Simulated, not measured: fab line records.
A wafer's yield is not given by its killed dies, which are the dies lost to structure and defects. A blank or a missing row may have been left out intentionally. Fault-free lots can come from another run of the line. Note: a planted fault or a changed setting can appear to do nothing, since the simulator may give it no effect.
fab line records | flow n5-finfet
record: lots: 5 | wafers: 13 | last-day: 18
route steps=1938 shown BEOL_M7@1299 PASSIVATION@1936
lots that met no fault: taken from a fault-free run of the same line
start-h: the number of hours between the record's first day and the start of the first shown wafer of the lot | wait-h: hours since the lot's step before | " same as the row above | L1.1+2: a single row standing in for several wafers | - either no value or no given start | * or withheld: withheld | < > ~ a bound
route shown NAME@n: a module of which the file shows steps, and the number in the route of the first | usual: mean and standard deviation over wafers with no fault | same: alike in all rows | chamber/n: place in a boat | sites: per-site readings | _std_site: standard deviation across them | _edge_site: mean of outer sites minus mean of inner sites | radius-mm: how far each site lies from the wafer's centre | mask NAME#n: copy n | behind: the last tool/chamber to shape the wafer | hold: cause of the lot's hold/its duration in hours/its outcome | device: the n, p or np transistor that did not switch | end of line: the same wafers' tests at the end of the route | a step given without rows: its recipe and nothing more | killed: dies that structure and defects cost at the first sort, which is not the same as the wafer's yield | map: a wafer's dies, x killed, . not, _ none there
set.NAME: the setting that was run; set.NAME@STEP: the one run at that earlier step | model.NAME: the simulator's own value behind a step, which no gauge read
certain route steps with their lots: each step a table, each wafer a row
services: when a tool's chamber went out of use (start-h, in hours from the record's first day, below 0 if earlier), for how many hours, and the reason
== steps ==
step: N5_BEOL_M7_DESCUM_33
recipe: chemistry: O2 | time-s: 7 | source-power-w: 50 | bias-power-w: 20 | pressure-mtorr: 20 | rf-frequency-hz: 2.712e+07 | temp-c: 40 | resist: CAR-EUV | o2-flow-sccm: 225
step: N5_BEOL_M7_ETCH_72
recipe: chemistry: N2/H2 | target: underlayer | target-depth-a: 65 | mask-material: CAR-EUV | time-s: 5.2 | ion-energy-ev: 200 | pressure-mtorr: 30 | source-w: 840 | bias-w: 150 | n2-flow-sccm: 200 | h2-flow-sccm: 200 | ends: cleared
step: N5_BEOL_M7_ETCH_65
recipe: chemistry: CF4 | target: SiARC | target-depth-a: 156 | mask-material: CAR-EUV | time-s: 26 | ion-energy-ev: 80 | pressure-mtorr: 40 | source-w: 545 | bias-w: 36 | Ar_flow_sccm: 100 | cf4-flow-sccm: 100 | ends: cleared
step: N5_BEOL_M7_ETCH_66
recipe: chemistry: N2/H2 | target: SOC | target-depth-a: 800 | overetch-a: 160 | mask-material: SiARC | temp-c: 40 | time-s: 120 | ion-energy-ev: 200 | pressure-mtorr: 30 | source-w: 840 | bias-w: 150 | n2-flow-sccm: 200 | h2-flow-sccm: 200
step: N5_BEOL_M7_STRIP_69
recipe: chemistry: N2/H2 | temp-c: 40 | n2-flow-sccm: 200 | h2-flow-sccm: 200 | rf-frequency-hz: 6e+07
step: N5_BEOL_M7_STRIP_73
recipe: chemistry: N2/H2 | temp-c: 40 | n2-flow-sccm: 200 | h2-flow-sccm: 200 | rf-frequency-hz: 6e+07
step: N5_BEOL_M7_VIA_ETCH_34
recipe: chemistry: C4F6/O2 | target: SiCOH_lowk | target-depth-a: 1255 | mask-material: SOC | taper-deg: 4 | time-s: 50.5 | ion-energy-ev: 250 | pressure-mtorr: 30 | source-w: 345 | bias-w: 185 | Ar_flow_sccm: 300 | C4F6_flow_sccm: 10 | O2_flow_sccm: 10
step: N5_BEOL_M7_STRIP_76
recipe: chemistry: C4F6/O2 | resist: SiARC | rf-frequency-hz: 6e+07
step: N5_BEOL_M7_STRIP_36
recipe: chemistry: N2/H2 | power-w: 450 | temp-c: 40 | pressure-mtorr: 20 | rf-frequency-hz: 6e+07 | overash-fraction: 0.3 | bias-power-w: 7 | h2-frac: 0.5 | n2-flow-sccm: 200 | h2-flow-sccm: 200
step: N5_BEOL_M7_TRENCH_ETCH_37
recipe: chemistry: C4F6/O2 | target-depth-a: 934.78 | target: SiCOH_lowk | time-s: 31.2 | ion-energy-ev: 250 | pressure-mtorr: 30 | source-w: 345 | bias-w: 185 | Ar_flow_sccm: 300 | C4F6_flow_sccm: 10 | O2_flow_sccm: 10
usual: drypump-motor-current-A: 5.6/0.4 | oes-product-au: 0.77/0.092 | rf-vpp-V: 663/16 | showerhead-plenum-p-Torr: 2.80/0.086 | throttle-valve-pct: 21.01/0.27
lot.wafer | tool        | chamber | start-h | wait-h | drypump-motor-current-A | oes-product-au | rf-hours-counter-h | rf-vpp-V | showerhead-plenum-p-Torr | throttle-valve-pct | model.BEOL_M7.feature-depth-nm | model.etch.depth-nm
L147.1    | rie-diel-01 | 0       | 262.23  | -      | 6.4                     | 0.72           | 199                | 684      | 2.80                     | 20.65              | 92.2                           | 92.17
L147.5    | "           | 3       | "       | "      | 6.1                     | 0.70           | -                  | 647      | 2.70                     | 21.45              | 94.4                           | 94.5
L147.6    | "           | 0       | "       | "      | 6.4                     | 0.72           | -                  | 685      | 2.80                     | 20.66              | 91.4                           | 91.38
L158.3    | rie-diel-01 | 0       | 323.19  | -      | 6.4                     | 0.71           | 219                | 684      | 2.79                     | 20.69              | 98.4                           | 98.47
L158.6    | "           | 3       | "       | "      | 6.1                     | 0.70           | -                  | 645      | 2.69                     | 21.48              | 95                             | 95.07
L160.3    | rie-diel-01 | 3       | 323.59  | -      | 6.1                     | 0.69           | 244                | 647      | 2.69                     | 21.47              | 99                             | 98.92
L160.4    | "           | 1       | "       | "      | 5.3                     | 0.73           | 198                | 692      | 2.69                     | 21.06              | 94.4                           | 94.37
L159.3    | rie-diel-01 | 2       | 343.64  | -      | 6.1                     | 0.70           | 207                | 666      | 2.91                     | 20.63              | 97.2                           | 97.23
L159.4    | "           | 0       | "       | "      | 6.4                     | 0.71           | 225                | 686      | 2.79                     | 20.71              | 93                             | 93.04
L159.6    | "           | 3       | "       | "      | 6.0                     | 0.69           | -                  | 646      | 2.68                     | 21.50              | 95.4                           | 95.5
L161.2    | rie-diel-03 | 3       | 347.73  | -      | 5.2                     | 0.69           | 204                | 637      | 2.71                     | 21.17              | 87.6                           | 87.67
L161.4    | "           | 1       | "       | "      | 5.1                     | 0.90           | 25                 | 655      | 2.79                     | 21.09              | 95.2                           | 95.18
L161.6    | "           | 1       | "       | "      | 5.1                     | 0.91           | -                  | 656      | 2.79                     | 21.10              | 95                             | 95.06
step: N5_BEOL_M7_ETCH_41
recipe: chemistry: CH3F/O2 | target: SiCN | target-depth-a: 319 | taper-deg: 2 | time-s: 57.8 | ion-energy-ev: 120 | mask-material: TiN | pressure-mtorr: 30 | source-w: 395 | bias-w: 75 | Ar_flow_sccm: 150 | CH3F_flow_sccm: 30 | O2_flow_sccm: 20
step: N5_BEOL_M7_STRIP_80
recipe: chemistry: N2/H2 | time-s: 10 | power-w: 450 | temp-c: 40 | pressure-mtorr: 20 | rf-frequency-hz: 6e+07 | bias-power-w: 7 | n2-flow-sccm: 200 | h2-flow-sccm: 200
step: N5_BEOL_M7_HM_STRIP_39
recipe: chemistry: peroxide-tin-strip | material: TiN | target-depth-a: 250 | temp-c: 50 | time-s: 158
step: N5_BEOL_M7_SRD_40
recipe: time-s: 30 | temp-c: 23 | rinse-liquid: diw | dry: ipa-marangoni
step: N5_BEOL_M7_PRECLEAN_42
recipe: chemistry: residue-remover | time-s: 60 | temp-c: 40
step: N5_BEOL_M7_SRD_43
recipe: time-s: 30 | temp-c: 23 | rinse-liquid: diw | dry: ipa-marangoni
step: N5_BEOL_M7_CURE_75
recipe: temp-c: 370 | time-s: 120 | ambient: DMADMS/He | material: SiCOH_lowk
step: N5_BEOL_M7_DEGAS_44
recipe: ambient: vacuum | temp-c: 250 | time-s: 60
step: N5_BEOL_M7_PRE_CLEAN_45
recipe: gas: H2/He | time-s: 30 | temp-c: 250
step: N5_BEOL_M7_ALD_77
recipe: material: TaN | target-thk-a: 20 | temp-c: 275 | ald-precursor-family: PDMAT | ald-co-reactant: NH3 | pressure-torr: 3 | carrier-flow-sccm: 1500 | pulse-time-s: 2 | purge-time-s: 3 | co-reactant-purge-time-s: 2 | co-reactant-pulse-time-s: 3 | ald-cycles: 40 | precursor-vessel-temp-c: 75 | precursor-vessel-pressure-torr: 26.25 | precursor-vessel-carrier-sccm: 1000
step: N5_BEOL_M7_SURFACE_TREAT_79
recipe: gas: Ar | time-s: * | ion-energy-ev: * | ion-current-ma-cm2: 0.5 | pressure-mtorr: * | ar-flow-sccm: 30
step: N5_BEOL_M7_CVD_78
recipe: material: Co | target-thk-a: 20 | temp-c: withheld | precursor: CCTBA/H2 | pressure-torr: 30 | time-s: 142.3
step: N5_BEOL_M7_SPUTTER_48
recipe: material: Cu | target-thk-a: 100 | temp-c: -20 | bias-v: 60 | power-w: 26000 | chamber-pressure-pa: 0.13 | time-s: 1.667
step: N5_BEOL_M7_ECD_50
recipe: material: Cu | target-thk-a: 3000
step: N5_BEOL_M7_ANNEAL_51
recipe: temp-c: 225 | time-s: 90 | ambient: N2
step: N5_BEOL_M7_CMP_52
recipe: stop-on: SiCOH_lowk | t-overpolish-s: 6.9 | down-force-psi: 1 | platen-rpm: 50 | clearing-platen-down-force-psi: 1.5 | clearing-platen-rpm: 50 | post-cmp-clean: cu-alkaline | target-thk-nm: 80 | clearing-platen-pad-velocity-m-s: 0.99484 | pad-velocity-m-s: 0.99484
usual: barrier-field-endpoint-s: 28.5/0.96 | clearing-platen-rpm: 50.001/0.026 | motor-current-A: 6.2/0.67 | overpolish-run-s: 6.901/0.0097 | time-to-endpoint-s: 61/4.7
lot.wafer | tool   | chamber | start-h | wait-h | barrier-field-endpoint-s | clearing-platen-rpm | motor-current-A | overpolish-run-s | time-to-endpoint-s | model.Cu_of_BEOL_M7_ECD_50.thk-nm
L147.1    | cmp-02 | 1       | 264.85  | 0.3    | 26.0                     | 50.041              | 6.4             | 6.902            | 55                 | 77.6
L147.6    | "      | 3       | "       | "      | 28.3                     | 49.993              | 5.3             | 6.896            | 61                 | 79.6
L147.5    | "      | 0       | "       | "      | 27.5                     | 50.027              | 6.9             | 6.901            | 58                 | 81.2
L158.3    | cmp-04 | 1       | 325.36  | 0.2    | 27.7                     | 50.033              | 6.7             | 6.902            | 57                 | 83.8
L158.6    | "      | 0       | "       | "      | 29.4                     | 49.972              | 6.1             | 6.901            | 68                 | 82.8
L160.3    | cmp-04 | 0       | 326.27  | 0.4    | 31.1                     | 49.980              | 6.2             | 6.897            | 72                 | 89
L160.4    | "      | 2       | "       | "      | 28.1                     | 49.984              | 5.0             | 6.902            | 58                 | 80.4
L159.3    | cmp-02 | 3       | 345.54  | 0.2    | 28.3                     | 49.975              | 5.7             | 6.891            | 62                 | 83.2
L159.4    | "      | 2       | "       | "      | 29.9                     | 49.943              | 5.7             | 6.899            | 70                 | 80.2
L159.6    | "      | 0       | "       | "      | 28.3                     | 50.017              | 6.7             | 6.896            | 62                 | 80
L161.4    | cmp-04 | 3       | 350.02  | 0.1    | 29.5                     | 50.015              | 6.3             | 6.897            | 66                 | 80.4
L161.2    | "      | 1       | "       | "      | 28.0                     | 49.966              | 7.1             | 6.876            | 59                 | 72.8
L161.6    | "      | 3       | "       | "      | 28.9                     | 49.999              | 6.5             | 6.893            | 58                 | 80
step: N5_PASSIVATION_PROBE_49
usual: defect-limited-yield: 91.3/1.4 | killed_at_M0_to_M3: 33/9.9 | killed_at_M4_up: 15/5.6 | killed-at-contacts: 13/5.7 | killed-at-front-end: 38/12 | killed-at-other: 4/3.1 | killed-dies: 103/17 | killed-open: 66/13 | killed-short: 32/7.8 | sort_bin_5_function: 5.1/0.95 | sort_bin_6_memory: 3.2/0.68 | sort-n-pass: 1077/17 | sort-yield-pct: 91.3/1.5
same: gross-dies: 1180 | killed-at-back-side: 0 | sort_bin_4_leakage[%]: 0 | sort_bin_8_speed[%]: 0
lot.wafer | tool      | chamber | start-h | wait-h | defect-limited-yield[%] | killed_at_M0_to_M3 | killed_at_M4_up | killed-at-contacts | killed-at-front-end | killed-at-other | killed-dies | killed-open | killed-short | sort_bin_5_function[%] | sort_bin_6_memory[%] | sort-n-pass | sort-yield-pct[%]
L147.1    | prober-01 | -       | 340.32  | 0.0    | 90.0                    | 50                 | 15              | 7                  | 42                  | 4               | 118         | 60          | 51           | 5.8                    | 3.6                  | 1062        | 90.0
L147.5    | prober-01 | -       | 340.52  | 0.2    | 93.3                    | 32                 | 16              | 11                 | 18                  | 2               | 79          | 51          | 24           | 3.6                    | 2.9                  | 1101        | 93.3
L147.6    | prober-01 | -       | 340.57  | 0.3    | 91.6                    | 37                 | 26              | 11                 | 24                  | 1               | 99          | 70          | 24           | 5.3                    | 2.9                  | 1081        | 91.6
L158.3    | prober-02 | -       | 400.05  | 0.1    | 90.1                    | 29                 | 11              | 22                 | 40                  | 15              | 117         | 71          | 42           | 5.5                    | 3.7                  | 1063        | 90.1
L158.6    | prober-02 | -       | 400.20  | 0.3    | 92.1                    | 35                 | 16              | 15                 | 22                  | 5               | 93          | 65          | 24           | 4.2                    | 3.4                  | 1087        | 92.1
L160.3    | prober-02 | -       | 406.25  | 0.1    | 93.1                    | 25                 | 11              | 15                 | 23                  | 7               | 81          | 60          | 16           | 3.8                    | 2.7                  | 1099        | 93.1
L160.4    | prober-02 | -       | 406.30  | 0.2    | 93.9                    | 19                 | 17              | 12                 | 22                  | 2               | 72          | 40          | 29           | 3.1                    | 2.5                  | 1108        | 93.9
L159.3    | prober-01 | -       | 419.10  | 0.1    | 90.4                    | 25                 | 12              | 13                 | 58                  | 5               | 113         | 65          | 43           | 5.0                    | 4.3                  | 1067        | 90.4
L159.4    | prober-01 | -       | 419.15  | 0.2    | 90.9                    | 44                 | 16              | 5                  | 34                  | 8               | 107         | 75          | 29           | 4.8                    | 3.6                  | 1073        | 90.9
L159.6    | prober-01 | -       | 419.25  | 0.3    | 89.6                    | 41                 | 10              | 18                 | 49                  | 5               | 123         | 76          | 43           | 5.8                    | 4.2                  | 1057        | 89.6
L161.2    | prober-02 | -       | 432.57  | 0.1    | 90.2                    | 29                 | 7               | 10                 | 63                  | 7               | 116         | 64          | 41           | 5.2                    | 3.2                  | 1064        | 90.2
L161.4    | prober-02 | -       | 432.67  | 0.2    | 90.7                    | 26                 | 8               | 15                 | 59                  | 2               | 110         | 86          | 20           | 5.9                    | 3.1                  | 1070        | 90.7
L161.6    | prober-02 | -       | 432.77  | 0.3    | 93.0                    | 20                 | 14              | 10                 | 39                  | 0               | 83          | 59          | 18           | 4.1                    | 2.5                  | 1097        | 93.0
killed by level:class
L147.1 BEOL_M3:geometric-particle:open=10 FIN_SAQP:geometric-particle:short=9 BEOL_M2:geometric-particle:open=9 BEOL_M0_SAQP:geometric-particle:short=6 STI_FIN_REVEAL:geometric-particle:open=5 BEOL_M0_SAQP:geometric-particle:open=5 BEOL_M1:geometric-particle:open=5 STARTING-WAFER:geometric-particle:short=5
L147.5 MOL_CONTACT_COAG:geometric-particle:open=10 STI_FIN_REVEAL:geometric-particle:open=9 BEOL_M0_SAQP:geometric-particle:short=9 BEOL_M0_SAQP:geometric-particle:open=6 BEOL_M4:geometric-particle:open=4 BEOL_M5:geometric-particle:open=4 FIN_SAQP:geometric-particle:short=3 BEOL_M0:geometric-particle:open=3
L147.6 BEOL_M4:geometric-particle:open=12 STI_FIN_REVEAL:geometric-particle:open=10 MOL_CONTACT_COAG:geometric-particle:open=9 BEOL_M3:geometric-particle:open=9 BEOL_M0_SAQP:geometric-particle:short=6 BEOL_M2:geometric-particle:open=6 BEOL_M5:geometric-particle:open=5 FIN_SAQP:geometric-particle:open=4
L158.3 MOL_CONTACT_COAG:geometric-particle:open=13 GATE_CUT:geometric-particle:short=8 BEOL_M0_SAQP:geometric-particle:short=8 MOL_CONTACT_COAG:geometric-particle:short=7 BEOL_M0_SAQP:geometric-particle:open=7 DUMMY_GATE:geometric-particle:open=6 FIN_SAQP:geometric-particle:short=5 STI_FIN_REVEAL:geometric-particle:open=5
L158.6 BEOL_M3:geometric-particle:open=13 MOL_CONTACT_COAG:geometric-particle:open=13 BEOL_M0_SAQP:geometric-particle:open=6 GATE_CUT:geometric-particle:short=5 BEOL_M0_SAQP:geometric-particle:short=4 BEOL_M3:geometric-particle:short=4 BEOL_M4:geometric-particle:open=4 BEOL_M5:geometric-particle:open=4
L160.3 MOL_CONTACT_COAG:geometric-particle:open=13 STI_FIN_REVEAL:geometric-particle:open=9 BEOL_M2:geometric-particle:open=9 BEOL_M4:geometric-particle:open=8 BEOL_M1:geometric-particle:open=7 MIM_TOP:geometric-particle:short=4 BEOL_M0_SAQP:geometric-particle:open=3 BEOL_M6:geometric-particle:open=3
L160.4 BEOL_M2:geometric-particle:open=7 MOL_CONTACT_COAG:geometric-particle:open=7 GATE_CUT:geometric-particle:short=6 FIN_SAQP:geometric-particle:short=5 MOL_CONTACT_COAG:geometric-particle:short=5 BEOL_M0_SAQP:geometric-particle:short=4 BEOL_M5:geometric-particle:open=4 STI_FIN_REVEAL:geometric-particle:open=3
L159.3 GATE_CUT:geometric-particle:short=10 STI_FIN_REVEAL:geometric-particle:open=9 FIN_SAQP:geometric-particle:open=8 MOL_CONTACT_COAG:geometric-particle:open=8 DUMMY_GATE:geometric-particle:open=7 BEOL_M0_SAQP:geometric-particle:short=7 BEOL_M0_SAQP:geometric-particle:open=6 FIN_SAQP:geometric-particle:short=5
L159.4 STI_FIN_REVEAL:geometric-particle:open=13 BEOL_M0_SAQP:geometric-particle:open=9 BEOL_M1:geometric-particle:open=8 BEOL_M0_SAQP:geometric-particle:short=7 BEOL_M3:geometric-particle:open=7 BEOL_M4:geometric-particle:open=7 BEOL_M2:geometric-particle:open=6 FIN_SAQP:geometric-particle:open=5
L159.6 STI_FIN_REVEAL:geometric-particle:open=15 MOL_CONTACT_COAG:geometric-particle:open=11 BEOL_M0_SAQP:geometric-particle:short=10 BEOL_M0_SAQP:geometric-particle:open=10 FIN_SAQP:geometric-particle:open=6 BEOL_M3:geometric-particle:open=6 FIN_SAQP:geometric-particle:short=5 MOL_CONTACT_COAG:geometric-particle:short=5
L161.2 STI_FIN_REVEAL:geometric-particle:open=14 FIN_SAQP:geometric-particle:short=9 BEOL_M0_SAQP:geometric-particle:open=9 HKMG_FIN:area-etch=9 MOL_CONTACT_COAG:geometric-particle:open=7 BEOL_M2:geometric-particle:open=7 STI_FIN_REVEAL:geometric-particle:short=6 BEOL_M0_SAQP:geometric-particle:short=6
L161.4 STI_FIN_REVEAL:geometric-particle:open=21 FIN_SAQP:geometric-particle:open=13 MOL_CONTACT_COAG:geometric-particle:open=12 BEOL_M2:geometric-particle:open=5 BEOL_M3:geometric-particle:open=5 FIN_SAQP:geometric-particle:short=4 BEOL_M0_SAQP:geometric-particle:short=4 BEOL_M0_SAQP:geometric-particle:open=4
L161.6 STI_FIN_REVEAL:geometric-particle:open=13 FIN_SAQP:geometric-particle:open=11 MOL_CONTACT_COAG:geometric-particle:open=8 BEOL_M0_SAQP:geometric-particle:short=5 BEOL_M4:geometric-particle:open=5 BEOL_M2:geometric-particle:open=4 BEOL_M3:geometric-particle:open=4 BEOL_M1:geometric-particle:open=3
== services ==
tool        | chamber | start-h | hours | kind
rie-diel-03 | 1       | 245.77  | -     | clean
rie-diel-03 | 1       | 245.77  | -     | consumable-replace:focus-ring
rie-diel-03 | 1       | 245.77  | 18.5  | scheduled-down
rie-diel-03 | 1       | 245.77  | 18.5  | vent-cycle
cmp-02      | -       | 250.96  | 0.5   | repair
cmp-02      | -       | 257.76  | 4.0   | pm
cmp-04      | -       | 261.59  | 0.5   | repair
cmp-02      | -       | 261.76  | -     | consumable-replace:conditioner
cmp-02      | -       | 261.76  | -     | consumable-replace:pad
cmp-04      | -       | 281.53  | 0.5   | repair
rie-diel-03 | 2       | 315.58  | 9.5   | repair
cmp-02      | -       | 324.79  | 3.9   | repair
cmp-02      | -       | 334.69  | 4.5   | repair
rie-diel-01 | 3       | 344.62  | -     | clean
rie-diel-01 | 3       | 344.62  | -     | consumable-replace:focus-ring
rie-diel-01 | 3       | 344.62  | -     | consumable-replace:showerhead
rie-diel-01 | 3       | 344.62  | 16.0  | scheduled-down
rie-diel-01 | 3       | 344.62  | 16.0  | vent-cycle
rie-diel-01 | -       | 347.50  | 0.1   | repair
== key ==
first-sign none at tools or gauges
model-effect: step: N5_BEOL_M7_TRENCH_ETCH_37 | value: BEOL_M7.feature-depth-nm | without: 92.93 | struck: 98.2
model-effect: step: N5_BEOL_M7_CMP_52 | value: Cu_of_BEOL_M7_ECD_50.thk-nm | without: 80.07 | struck: 85.33
met-at N5_BEOL_M7_TRENCH_ETCH_37
struck-wafers L158.3,L159.3,L160.3
onset-between 262.23 323.19
fault: kind: process-parameter-drift | tool: rie-diel-01 | chamber: - | onset-h: 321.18 | steps: N5_BEOL_M7_TRENCH_ETCH_37 | channel: time-s | offset: * | shape: step | end-h: 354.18 | scope: struck-wafers-only | acts-in: * | stated: *
